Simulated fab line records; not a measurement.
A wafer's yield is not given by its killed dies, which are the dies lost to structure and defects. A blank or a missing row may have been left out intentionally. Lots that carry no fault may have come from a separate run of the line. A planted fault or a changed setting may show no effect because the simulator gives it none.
What tool caused it? :: flow n5-finfet :: Sampling: 11 lots, 32 wafers, 5 of 1938 route steps

== WHAT THE GAUGES READ, wafer by wafer ==
N5_BEOL_M6_THK_MEAS_01. Usual: M6_ILD_THK gives 155.1 nm (standard deviation 1.8).
lot: L559
measured: day 10 04:37
on: film-metro-01
M6_ILD_THK (nm): 152.6 154.3 154.8
flag: 

lot: L561
measured: day 10 14:31
on: film-metro-02
M6_ILD_THK (nm): 154.2 154.6 157.8
flag: 

lot: L562
measured: day 11 13:04
on: film-metro-01
M6_ILD_THK (nm): 151.5 154.7 154.4
flag: 

lot: L563
measured: day 11 15:50
on: film-metro-02
M6_ILD_THK (nm): 154.9 154.2 154.9
flag: 

lot: L565
measured: day 11 19:08
on: film-metro-02
M6_ILD_THK (nm): 153.4 158.3 159.0
flag: 

lot: L566
measured: day 12 01:43
on: film-metro-01
M6_ILD_THK (nm): 157.9 155.7 157.7
flag: 

lot: L567
measured: day 12 18:08
on: film-metro-02
M6_ILD_THK (nm): 152.1 157.3 154.6
flag: 

lot: L574
measured: day 13 12:58
on: film-metro-01
M6_ILD_THK (nm): 106.7 155.8 153.6
flag: OFF

lot: L570
measured: day 13 20:30
on: film-metro-01
M6_ILD_THK (nm): 155.1 112.7
flag: OFF

lot: L578
measured: day 14 05:58
on: film-metro-02
M6_ILD_THK (nm): 155.8 156.6 158.0
flag: 

lot: L582
measured: day 16 19:02
on: film-metro-02
M6_ILD_THK (nm): 154.6 154.6 156.3
flag: 

== WHAT TOOL EACH LOT RAN ON (gives the tool, then ch and the chambers of the sampled wafers, and finally the start) ==
lot: L559
N5_BEOL_M5_CMP_52: cmp-02 ch 0,2, day 10 03:23
N5_BEOL_M5_PRE_CLEAN_77: cvd-co-01 ch 0,1, day 10 03:43
N5_BEOL_M5_DEP_56: pecvd-03 ch 0,1, day 10 03:53
N5_BEOL_M6_ILD_DEP_00: pecvd-04 ch 0,1, day 10 04:02

lot: L561
N5_BEOL_M5_CMP_52: cmp-03 ch 1,3, day 10 13:18
N5_BEOL_M5_PRE_CLEAN_77: cvd-co-02 ch 1,2, day 10 13:36
N5_BEOL_M5_DEP_56: pecvd-03 ch 0,1, day 10 13:46
N5_BEOL_M6_ILD_DEP_00: pecvd-01 ch 0,1, day 10 13:55

lot: L562
N5_BEOL_M5_CMP_52: cmp-04 ch 2,3, day 11 11:52
N5_BEOL_M5_PRE_CLEAN_77: cvd-co-02 ch 1,2, day 11 12:12
N5_BEOL_M5_DEP_56: pecvd-04 ch 1,2, day 11 12:21
N5_BEOL_M6_ILD_DEP_00: pecvd-01 ch 1,2, day 11 12:29

lot: L563
N5_BEOL_M5_CMP_52: cmp-03 ch 0,1,3, day 11 14:46
N5_BEOL_M5_PRE_CLEAN_77: cvd-co-01 ch 1,2, day 11 14:59
N5_BEOL_M5_DEP_56: pecvd-04 ch 0,1, day 11 15:08
N5_BEOL_M6_ILD_DEP_00: pecvd-04 ch 0,2, day 11 15:16

lot: L565
N5_BEOL_M5_CMP_52: cmp-04 ch 0,1, day 11 17:52
N5_BEOL_M5_PRE_CLEAN_77: cvd-co-01 ch 0,1, day 11 18:16
N5_BEOL_M5_DEP_56: pecvd-03 ch 0,1,2, day 11 18:26
N5_BEOL_M6_ILD_DEP_00: pecvd-02 ch 0,2, day 11 18:34

lot: L566
N5_BEOL_M5_CMP_52: cmp-03 ch 0,1,2, day 12 00:08
N5_BEOL_M5_PRE_CLEAN_77: cvd-co-01 ch 0,1,2, day 12 00:22
N5_BEOL_M5_DEP_56: pecvd-04 ch 0,1,2, day 12 00:32
N5_BEOL_M6_ILD_DEP_00: pecvd-02 ch 0,1,2, day 12 00:41

lot: L567
N5_BEOL_M5_CMP_52: cmp-02 ch 0,2,3, day 12 16:32
N5_BEOL_M5_PRE_CLEAN_77: cvd-co-02 ch 0,1, day 12 16:52
N5_BEOL_M5_DEP_56: pecvd-03 ch 1,2, day 12 17:02
N5_BEOL_M6_ILD_DEP_00: pecvd-04 ch 0,2, day 12 17:10

lot: L574
N5_BEOL_M5_CMP_52: cmp-02 ch 0,1,2, day 13 11:46
N5_BEOL_M5_PRE_CLEAN_77: cvd-co-01 ch 0,1, day 13 12:06
N5_BEOL_M5_DEP_56: pecvd-04 ch 0,1,2, day 13 12:16
N5_BEOL_M6_ILD_DEP_00: pecvd-04 ch 0,1, day 13 12:23

lot: L570
N5_BEOL_M5_CMP_52: cmp-04 ch 1,2, day 13 19:23
N5_BEOL_M5_PRE_CLEAN_77: cvd-co-01 ch 0,1, day 13 19:37
N5_BEOL_M5_DEP_56: pecvd-01 ch 0,2, day 13 19:46
N5_BEOL_M6_ILD_DEP_00: pecvd-04 ch 1,2, day 13 19:55

lot: L578
N5_BEOL_M5_CMP_52: cmp-04 ch 0,1,2, day 14 04:49
N5_BEOL_M5_PRE_CLEAN_77: cvd-co-02 ch 0,1,2, day 14 05:06
N5_BEOL_M5_DEP_56: pecvd-01 ch 0,1, day 14 05:16
N5_BEOL_M6_ILD_DEP_00: pecvd-01 ch 0,1,2, day 14 05:23

lot: L582
N5_BEOL_M5_CMP_52: cmp-03 ch 0,1,2, day 16 17:50
N5_BEOL_M5_PRE_CLEAN_77: cvd-co-01 ch 0,1,2, day 16 18:11
N5_BEOL_M5_DEP_56: pecvd-04 ch 0,1,2, day 16 18:20
N5_BEOL_M6_ILD_DEP_00: pecvd-02 ch 0,1,2, day 16 18:28
- N5_BEOL_M5_CMP_52: polishes, stops on SiCOH lowk, t overpolish 6.9 s, target thk 62 nm.
- N5_BEOL_M5_PRE_CLEAN_77: time 15 s.
- N5_BEOL_M5_DEP_56: deposits SiCN from 3MS/NH3, target thk 8 nm, time 14 s.
- N5_BEOL_M6_ILD_DEP_00: deposits SiCOH lowk from DEMS/porogen, target thk 179.75 nm, time 33.4 s.

== AS READ BY THE TOOLS THEMSELVES (means over the sampled wafers that have a number; for cases with no such wafer, the mark the record gives instead) ==
N5_BEOL_M5_CMP_52. Usual: barrier-field-endpoint-s 24.6 s, standard deviation 0.58; edge-zone-pressure-frac 1.000, standard deviation 0.0048; motor-current-A 6.0 A, standard deviation 0.53; overpolish-run-s 6.901 s, standard deviation 0.0094; time-to-endpoint-s 63.4 s, standard deviation 2.7.
lot: L559
tool: cmp-02
barrier-field-endpoint-s (s): 24.7
edge-zone-pressure-frac: 1.001
motor-current-A (A): 6.0
overpolish-run-s (s): 6.897
time-to-endpoint-s (s): 66.1
flag: 

lot: L561
tool: cmp-03
barrier-field-endpoint-s (s): 25.2
edge-zone-pressure-frac: 0.998
motor-current-A (A): 5.7
overpolish-run-s (s): 6.904
time-to-endpoint-s (s): 64.1
flag: 

lot: L562
tool: cmp-04
barrier-field-endpoint-s (s): 24.2
edge-zone-pressure-frac: 1.004
motor-current-A (A): 6.1
overpolish-run-s (s): 6.893
time-to-endpoint-s (s): 60.1
flag: 

lot: L563
tool: cmp-03
barrier-field-endpoint-s (s): 24.4
edge-zone-pressure-frac: 1.004
motor-current-A (A): 6.0
overpolish-run-s (s): 6.904
time-to-endpoint-s (s): 64.7
flag: 

lot: L565
tool: cmp-04
barrier-field-endpoint-s (s): 24.7
edge-zone-pressure-frac: 1.002
motor-current-A (A): 6.1
overpolish-run-s (s): 6.893
time-to-endpoint-s (s): 63.0
flag: 

lot: L566
tool: cmp-03
barrier-field-endpoint-s (s): 24.6
edge-zone-pressure-frac: 1.004
motor-current-A (A): 6.2
overpolish-run-s (s): 6.897
time-to-endpoint-s (s): 64.4
flag: 

lot: L567
tool: cmp-02
barrier-field-endpoint-s (s): 25.8
edge-zone-pressure-frac: 1.002
motor-current-A (A): 5.9
overpolish-run-s (s): 6.896
time-to-endpoint-s (s): 65.7
flag: 

lot: L574
tool: cmp-02
barrier-field-endpoint-s (s): 25.4
edge-zone-pressure-frac: 1.005
motor-current-A (A): 5.9
overpolish-run-s (s): 6.901
time-to-endpoint-s (s): 64.1
flag: 

lot: L570
tool: cmp-04
barrier-field-endpoint-s (s): 24.5
edge-zone-pressure-frac: 0.996
motor-current-A (A): 6.3
overpolish-run-s (s): 6.896
time-to-endpoint-s (s): 65.0
flag: 

lot: L578
tool: cmp-04
barrier-field-endpoint-s (s): 25.0
edge-zone-pressure-frac: 0.999
motor-current-A (A): 6.1
overpolish-run-s (s): 6.908
time-to-endpoint-s (s): 68.2
flag: 

lot: L582
tool: cmp-03
barrier-field-endpoint-s (s): 24.7
edge-zone-pressure-frac: 1.001
motor-current-A (A): 6.0
overpolish-run-s (s): 6.900
time-to-endpoint-s (s): 66.5
flag: 

N5_BEOL_M5_PRE_CLEAN_77. Usual: heater-power-w reads 87 W (standard deviation 14).
lot: L559
tool: cvd-co-01
heater-power-w (W): 95
flag: 

lot: L561
tool: cvd-co-02
heater-power-w (W): 82
flag: 

lot: L562
tool: cvd-co-02
heater-power-w (W): 82
flag: 

lot: L563
tool: cvd-co-01
heater-power-w (W): 104
flag: 

lot: L565
tool: cvd-co-01
heater-power-w (W): 106
flag: 

lot: L566
tool: cvd-co-01
heater-power-w (W): 95
flag: 

lot: L567
tool: cvd-co-02
heater-power-w (W): 73
flag: 

lot: L574
tool: cvd-co-01
heater-power-w (W): 96
flag: 

lot: L570
tool: cvd-co-01
heater-power-w (W): 101
flag: 

lot: L578
tool: cvd-co-02
heater-power-w (W): 83
flag: 

lot: L582
tool: cvd-co-01
heater-power-w (W): 92
flag: 

N5_BEOL_M5_DEP_56. Usual: showerhead-plenum-p-Torr 3.656 Torr, standard deviation 0.014; showerhead-vpp-V 905 V, standard deviation 54; throttle-valve-pct 9.1 %, standard deviation 0.59.
lot: L559
tool: pecvd-03
showerhead-plenum-p-Torr (Torr): 3.651
showerhead-vpp-V (V): 858
throttle-valve-pct (%): 9.4
flag: 

lot: L561
tool: pecvd-03
showerhead-plenum-p-Torr (Torr): 3.646
showerhead-vpp-V (V): 856
throttle-valve-pct (%): 9.3
flag: 

lot: L562
tool: pecvd-04
showerhead-plenum-p-Torr (Torr): 3.659
showerhead-vpp-V (V): 963
throttle-valve-pct (%): 8.3
flag: 

lot: L563
tool: pecvd-04
showerhead-plenum-p-Torr (Torr): 3.640
showerhead-vpp-V (V): 976
throttle-valve-pct (%): 9.0
flag: 

lot: L565
tool: pecvd-03
showerhead-plenum-p-Torr (Torr): 3.651
showerhead-vpp-V (V): 863
throttle-valve-pct (%): 9.1
flag: 

lot: L566
tool: pecvd-04
showerhead-plenum-p-Torr (Torr): 3.659
showerhead-vpp-V (V): 950
throttle-valve-pct (%): 8.7
flag: 

lot: L567
tool: pecvd-03
showerhead-plenum-p-Torr (Torr): 3.645
showerhead-vpp-V (V): 890
throttle-valve-pct (%): 8.7
flag: 

lot: L574
tool: pecvd-04
showerhead-plenum-p-Torr (Torr): 3.657
showerhead-vpp-V (V): 949
throttle-valve-pct (%): 8.6
flag: 

lot: L570
tool: pecvd-01
showerhead-plenum-p-Torr (Torr): 3.662
showerhead-vpp-V (V): 914
throttle-valve-pct (%): 9.1
flag: 

lot: L578
tool: pecvd-01
showerhead-plenum-p-Torr (Torr): 3.657
showerhead-vpp-V (V): 921
throttle-valve-pct (%): 9.8
flag: 

lot: L582
tool: pecvd-04
showerhead-plenum-p-Torr (Torr): 3.655
showerhead-vpp-V (V): 942
throttle-valve-pct (%): 8.8
flag: 

N5_BEOL_M6_ILD_DEP_00. Usual: heater-power-w 324 W, standard deviation 43; showerhead-plenum-p-Torr 5.733 Torr, standard deviation 0.019; showerhead-vpp-V 1440 V, standard deviation 81; throttle-valve-pct 13.7 %, standard deviation 0.89.
lot: L559
tool: pecvd-04
heater-power-w (W): 338
showerhead-plenum-p-Torr (Torr): 5.721
showerhead-vpp-V (V): 1471
throttle-valve-pct (%): 14.0
flag: 

lot: L561
tool: pecvd-01
heater-power-w (W): 366
showerhead-plenum-p-Torr (Torr): 5.741
showerhead-vpp-V (V): 1403
throttle-valve-pct (%): 15.2
flag: 

lot: L562
tool: pecvd-01
heater-power-w (W): 333
showerhead-plenum-p-Torr (Torr): 5.748
showerhead-vpp-V (V): 1377
throttle-valve-pct (%): 13.8
flag: 

lot: L563
tool: pecvd-04
heater-power-w (W): 331
showerhead-plenum-p-Torr (Torr): 5.743
showerhead-vpp-V (V): 1454
throttle-valve-pct (%): 12.7
flag: 

lot: L565
tool: pecvd-02
heater-power-w (W): 332
showerhead-plenum-p-Torr (Torr): 5.723
showerhead-vpp-V (V): 1376
throttle-valve-pct (%): 13.8
flag: 

lot: L566
tool: pecvd-02
heater-power-w (W): 319
showerhead-plenum-p-Torr (Torr): 5.723
showerhead-vpp-V (V): 1363
throttle-valve-pct (%): 13.9
flag: 

lot: L567
tool: pecvd-04
heater-power-w (W): 292
showerhead-plenum-p-Torr (Torr): 5.749
showerhead-vpp-V (V): 1473
throttle-valve-pct (%): 12.9
flag: 

lot: L574
tool: pecvd-04
heater-power-w (W): 351
showerhead-plenum-p-Torr (Torr): 5.724
showerhead-vpp-V (V): 1466
throttle-valve-pct (%): 14.0
flag: 

lot: L570
tool: pecvd-04
heater-power-w (W): 300
showerhead-plenum-p-Torr (Torr): 5.728
showerhead-vpp-V (V): 1516
throttle-valve-pct (%): 13.3
flag: 

lot: L578
tool: pecvd-01
heater-power-w (W): 338
showerhead-plenum-p-Torr (Torr): 5.735
showerhead-vpp-V (V): 1409
throttle-valve-pct (%): 14.5
flag: 

lot: L582
tool: pecvd-02
heater-power-w (W): 276
showerhead-plenum-p-Torr (Torr): 5.734
showerhead-vpp-V (V): 1348
throttle-valve-pct (%): 13.9
flag: 

== THE ANSWER, worked out from the rows above alone ==
Rule: take the mean of a lot's wafers that have a number; if it is more than 3 standard deviations from the usual mean, the lot is off. A lot without any number at a reading at which 4 lots or more have one is off too. Where the step has rows for the other lots, those lots are counted as sound. First the gauges in route order, then the tools' own readings, where a lot's mean is used as printed above. At the first step where some lot is off, the reading lying furthest off is the one used; lots without a number count as furthest.
Off: L574, L570, at N5_BEOL_M6_THK_MEAS_01 (M6_ILD_THK).
If a tool, at a process step before that reading, ran all the lots that are off and no sound lot after the first of them, it fits. The gauges at N5_BEOL_M6_THK_MEAS_01 are tried like those tools. 2 tools fit, pecvd-04 at N5_BEOL_M6_ILD_DEP_00 and film-metro-01 at N5_BEOL_M6_THK_MEAS_01, so this cannot tell which one it is.

== WHAT THE SIMULATOR HAD INSERTED ==
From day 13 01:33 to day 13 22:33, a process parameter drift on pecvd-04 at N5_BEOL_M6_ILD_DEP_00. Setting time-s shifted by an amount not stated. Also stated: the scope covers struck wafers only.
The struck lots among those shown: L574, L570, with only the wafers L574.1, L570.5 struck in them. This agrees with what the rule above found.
